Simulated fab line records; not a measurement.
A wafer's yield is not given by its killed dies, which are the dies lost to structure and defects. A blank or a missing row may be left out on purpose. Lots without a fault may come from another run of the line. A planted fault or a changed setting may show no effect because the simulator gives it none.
Which tool did it? ; flow nandHarc ; 11 lots with 33 wafers sampled at 5 steps, on a route of 1302 steps

WHAT EACH GAUGE READ, for each wafer
NHARC_END_SORT_01. Usual: killedAtArray 55, standard deviation 15; killedAtOther 1.0, standard deviation 1.2; killedAtPeriphery 3.4, standard deviation 2.2; killedDies 59, standard deviation 15; killedOpen 3.2, standard deviation 2; killedShort 2.5, standard deviation 1.7.
lot;measured;on;killedAtArray;killedAtOther;killedAtPeriphery;killedDies;killedOpen;killedShort;flag
L669;day 26 00:08;prober-02;53 57 43;0 0 1;3 1 4;56 58 48;1 2 1;2 2 1;

WHICH TOOL RAN EACH LOT (tool, then ch and the chambers of the sampled wafers, then the start)
lot;NHARC_A_CHANNEL_HOLE_D2_ETCH_27;NHARC_A_CHANNEL_HOLE_D2_ETCH_44;NHARC_A_CHANNEL_FILL_D2_CMP_10;NHARC_A_CHANNEL_FILL_D2_RTA_24
L667;harEtch-01 ch 0,1, day 14 00:00;rieDiel-13 ch 0,2,3, day 14 00:46;cmp-02 ch 0,2,3, day 16 03:43;rtpAnneal-01 ch 0, day 16 04:08
L668;harEtch-02 ch 0,1, day 14 07:49;rieDiel-10 ch 1,2,3, day 14 08:34;cmp-03 ch 0,1,2, day 16 11:56;rtpAnneal-02 ch 0, day 16 12:20
L669;harEtch-01 ch 1, day 14 20:20;rieDiel-13 ch 1,2, day 14 21:02;cmp-03 ch 1,3, day 16 23:11;rtpAnneal-02 ch 0, day 16 23:38
L678;harEtch-01 ch 0,1, day 18 02:22;rieDiel-13 ch 0,2,3, day 18 03:04;cmp-01 ch 0,1,3, day 20 00:18;rtpAnneal-01 ch 0, day 20 00:45
L679;harEtch-01 ch 0,1, day 19 00:23;rieDiel-05 ch 0,1,2, day 19 01:07;cmp-02 ch 0,1,3, day 21 03:44;rtpAnneal-02 ch 0, day 21 04:09
L682;harEtch-02 ch 1, day 20 15:07;rieDiel-13 ch 0,2, day 20 15:52;cmp-02 ch 0,1,3, day 22 15:58;rtpAnneal-01 ch 0, day 22 16:22
L683;harEtch-01 ch 0,1, day 20 16:09;rieDiel-13 ch 1,2,3, day 20 16:52;cmp-01 ch 0,1,3, day 22 15:55;rtpAnneal-02 ch 0, day 22 16:22
L684;harEtch-01 ch 0,1, day 21 05:58;rieDiel-05 ch 1,2,3, day 21 06:43;cmp-02 ch 0,2,3, day 23 06:13;rtpAnneal-01 ch 0, day 23 06:50
L685;harEtch-02 ch 0,1, day 21 07:46;rieDiel-13 ch 1,2,3, day 21 08:29;cmp-01 ch 0,1,3, day 23 06:13;rtpAnneal-01 ch 0, day 23 06:38
L686;harEtch-02 ch 0,1, day 22 03:21;rieDiel-13 ch 0,2, day 22 04:04;cmp-02 ch 0,1,3, day 24 13:10;rtpAnneal-02 ch 0, day 24 13:34
L688;harEtch-02 ch 0,1, day 23 04:31;rieDiel-13 ch 0,2, day 23 05:17;cmp-03 ch 0,1,2, day 25 05:14;rtpAnneal-02 ch 0, day 25 05:37
- NHARC_A_CHANNEL_HOLE_D2_ETCH_27: etches the open film in C4F8/O2/Ar, time 90 s, target depth 400 nm.
- NHARC_A_CHANNEL_HOLE_D2_ETCH_44: etches the open film in CF4/O2, target depth 140 nm, overetch 14 nm, time 77 s.
- NHARC_A_CHANNEL_FILL_D2_CMP_10: polishes, target thk 150 nm.
- NHARC_A_CHANNEL_FILL_D2_RTA_24: time 5 s.

AS READ BY THE TOOLS THEMSELVES (means over the sampled wafers that have a number; for cases with no such wafer, the mark the record gives instead)
NHARC_A_CHANNEL_HOLE_D2_ETCH_27. Usual: chamberPressureMTorr 24.999 mTorr, standard deviation 0.021; drypumpMotorCurrentA 5.82 A, standard deviation 0.15; showerheadPlenumPTorr 3.72 Torr, standard deviation 0.2; throttleValvePct 27.619 %, standard deviation 0.0092.
lot;tool;chamberPressureMTorr (mTorr);drypumpMotorCurrentA (A);showerheadPlenumPTorr (Torr);throttleValvePct (%);flag
L667;harEtch-01;24.982;5.95;3.67;27.621;
L668;harEtch-02;24.999;5.83;3.51;27.620;
L669;harEtch-01;24.991;5.76;3.53;27.612;
L678;harEtch-01;24.974;5.79;3.57;27.620;
L679;harEtch-01;25.018;5.80;3.56;27.620;
L682;harEtch-02;24.999;5.64;3.94;27.622;
L683;harEtch-01;25.001;5.92;3.61;27.625;
L684;harEtch-01;24.998;5.91;3.61;27.628;
L685;harEtch-02;24.989;5.85;3.94;27.608;
L686;harEtch-02;24.986;5.83;3.94;27.625;
L688;harEtch-02;24.997;5.74;3.93;27.627;

NHARC_A_CHANNEL_HOLE_D2_ETCH_44. Usual: chamberPressureMTorr 30.00 mTorr, standard deviation 0.031; drypumpMotorCurrentA 6.0 A, standard deviation 0.45; oesProductAu 0.999 a.u., standard deviation 0.0099; rfVppV 198.0 V, standard deviation 1.5; showerheadPlenumPTorr 1.35 Torr, standard deviation 0.058; throttleValvePct 13.397 %, standard deviation 0.0091.
lot;tool;chamberPressureMTorr (mTorr);drypumpMotorCurrentA (A);oesProductAu (a.u.);rfVppV (V);showerheadPlenumPTorr (Torr);throttleValvePct (%);flag
L667;rieDiel-13;30.02;6.1;1.005;197.4;1.32;13.402;
L668;rieDiel-10;30.05;5.2;1.002;197.4;1.37;13.397;
L669;rieDiel-13;29.99;5.8;0.997;197.0;1.29;13.408;
L678;rieDiel-13;30.01;6.1;0.997;197.1;1.32;13.396;
L679;rieDiel-05;30.00;5.6;0.999;199.7;1.40;13.395;
L682;rieDiel-13;29.98;5.7;0.991;197.0;1.31;13.400;
L683;rieDiel-13;30.00;6.1;1.010;197.5;1.30;13.405;
L684;rieDiel-05;29.98;5.7;0.994;199.8;1.42;13.405;
L685;rieDiel-13;29.99;6.1;0.998;196.8;1.30;13.394;
L686;rieDiel-13;30.00;6.0;0.993;197.5;1.36;13.402;
L688;rieDiel-13;29.97;5.8;1.001;197.2;1.31;13.385;

NHARC_A_CHANNEL_FILL_D2_CMP_10. Usual: motorCurrentA 12.2 A, standard deviation 0.99; padLifeWafers 142, standard deviation 96; slurryFilterDpKPa 13.49 kPa, standard deviation 0.13; timeToEndpointS 16.1 s, standard deviation 2.6.
lot;tool;motorCurrentA (A);padLifeWafers;slurryFilterDpKPa (kPa);timeToEndpointS (s);flag
L667;cmp-02;12.1;104;13.47;18.4;
L668;cmp-03;13.4;26;13.53;16.7;
L669;cmp-03;12.5;55;13.52;17.6;
L678;cmp-01;12.7;309;13.46;14.4;
L679;cmp-02;12.4;200;13.42;17.3;
L682;cmp-02;12.0;350;13.57;18.7;
L683;cmp-01;12.1;151;13.39;15.0;
L684;cmp-02;11.9;25;13.49;14.9;
L685;cmp-01;12.4;218;13.59;13.1;
L686;cmp-02;12.0;188;13.60;16.7;
L688;cmp-03;12.6;80;13.55;14.3;

NHARC_A_CHANNEL_FILL_D2_RTA_24. Usual: lampPowerPct 30.0 %, standard deviation 1.2; lamp_zone_7_pct 30.5 %, standard deviation 1.2; wafer_temp_C_max 1004.5, standard deviation 1.5.
lot;tool;lampPowerPct (%);lamp_zone_7_pct (%);wafer_temp_C_max;flag
L667;rtpAnneal-01;31.2;31.7;1003.1;
L668;rtpAnneal-02;28.8;29.2;1005.1;
L669;rtpAnneal-02;28.8;29.2;1006.2;
L678;rtpAnneal-01;31.2;31.7;1004.0;
L679;rtpAnneal-02;28.8;29.3;1006.0;
L682;rtpAnneal-01;31.2;31.7;1003.2;
L683;rtpAnneal-02;28.7;29.2;1005.9;
L684;rtpAnneal-01;31.2;31.7;1003.5;
L685;rtpAnneal-01;31.2;31.7;1003.5;
L686;rtpAnneal-02;28.8;29.3;1005.5;
L688;rtpAnneal-02;28.7;29.2;1006.3;

THE ANSWER, worked out from the rows above alone
Rule: take the mean of a lot's wafers that have a number; if it is more than 3 standard deviations from the usual mean, the lot is off. Also off: a lot with no number at a reading for which 4 or more lots have one. The other lots that the step has rows for count as sound. Order of review: gauges by route order, followed by the tools' own readings, for which a lot's mean as printed above is used. The first step at which some lot is off is used, and at that step the reading that is off furthest; a lot without a number counts as furthest.
No lot is off at any reading shown: from this, nothing can be told.

WHAT HAD BEEN PUT IN BY THE SIMULATOR
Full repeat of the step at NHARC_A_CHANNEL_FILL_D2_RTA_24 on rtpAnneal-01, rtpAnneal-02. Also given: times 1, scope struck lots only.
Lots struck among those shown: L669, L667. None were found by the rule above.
